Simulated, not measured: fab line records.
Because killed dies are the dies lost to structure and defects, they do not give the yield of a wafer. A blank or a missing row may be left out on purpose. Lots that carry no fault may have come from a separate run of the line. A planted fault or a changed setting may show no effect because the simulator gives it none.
2 desks, one fault + flow nand harc + only its own numbers are on each desk; what lay behind them is given at the end

TOOL OWNER'S DESK, litho track-04
The tool's own readings at NHARC_A_M0_PEB_07 (peb time 65 s): means of the sampled wafers that have a number, for each lot that ran on this tool. The brackets show how far a lot's mean lies from the usual mean; more than 4 standard deviations puts the lot out of limits, marked OUT.
Columns: A = heater power total W at NHARC_A_M0_PEB_07, usual 156.6 W; B = plate temp C at NHARC_A_M0_PEB_07, usual 100.01 C
| lot  | first seen here | A               | B                |
|------|-----------------|-----------------|------------------|
| L866 | day 17 20:55    | 156.1           | 99.99            |
| L867 | day 18 06:18    | 156.6           | 100.08           |
| L878 | day 20 21:50    | 181.0 (+60) OUT | 111.24 (+75) OUT |
| L877 | day 20 22:28    | 181.5 (+61) OUT | 111.32 (+75) OUT |
Finding of this desk: L877, L878 out of limits; the first was L878 at day 20 21:50, on heater power total W at NHARC_A_M0_PEB_07. In limits: L866, L867.

AT THE METROLOGY DESK
Lot by lot, what the gauges showed, no matter which tool ran the lot: averages of those sampled wafers that carry a number. The brackets show how far a lot's mean lies from the usual mean; more than 4 standard deviations puts the lot out of limits, marked OUT.
Columns: A = cd nm at NHARC_A_M0_CD_MEAS_09, usual 80.3 nm
| lot  | first seen here | A               |
|------|-----------------|-----------------|
| L866 | day 17 21:00    | 79.6            |
| L865 | day 17 21:35    | 80.5            |
| L867 | day 18 06:23    | 80.6            |
| L869 | day 18 14:54    | 80.5            |
| L878 | day 20 21:55    | 113.6 (+42) OUT |
| L877 | day 20 22:32    | 113.3 (+42) OUT |
| L879 | day 21 20:31    | 80.9            |
| L882 | day 22 09:31    | 81.4            |
| L886 | day 22 23:35    | 80.9            |
| L888 | day 23 11:18    | 81.4            |
Finding of this desk: L877, L878 out of limits; the first was L878 at day 20 21:55, on cd nm at NHARC_A_M0_CD_MEAS_09. In limits: L866, L865, L867, L869, L879, L882, L886, L888.

ALL TOGETHER
The tool owner's desk could have raised an alarm at day 20 21:50, on L877, L878.
On L877, L878, the metrology desk was in a position to raise an alarm at day 20 21:55.
Every lot named ran NHARC_A_M0_PEB_07 on litho track-04.

WHAT HAD BEEN PUT IN BY THE SIMULATOR
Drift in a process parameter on litho track-04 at NHARC_A_M0_PEB_07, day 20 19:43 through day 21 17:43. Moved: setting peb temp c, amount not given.
Lots struck among those shown: L877, L878.
Delay (hours) between the fault's onset and each desk's first out-of-limits reading: 2 at the tool owner's desk, 2 at the metrology desk.
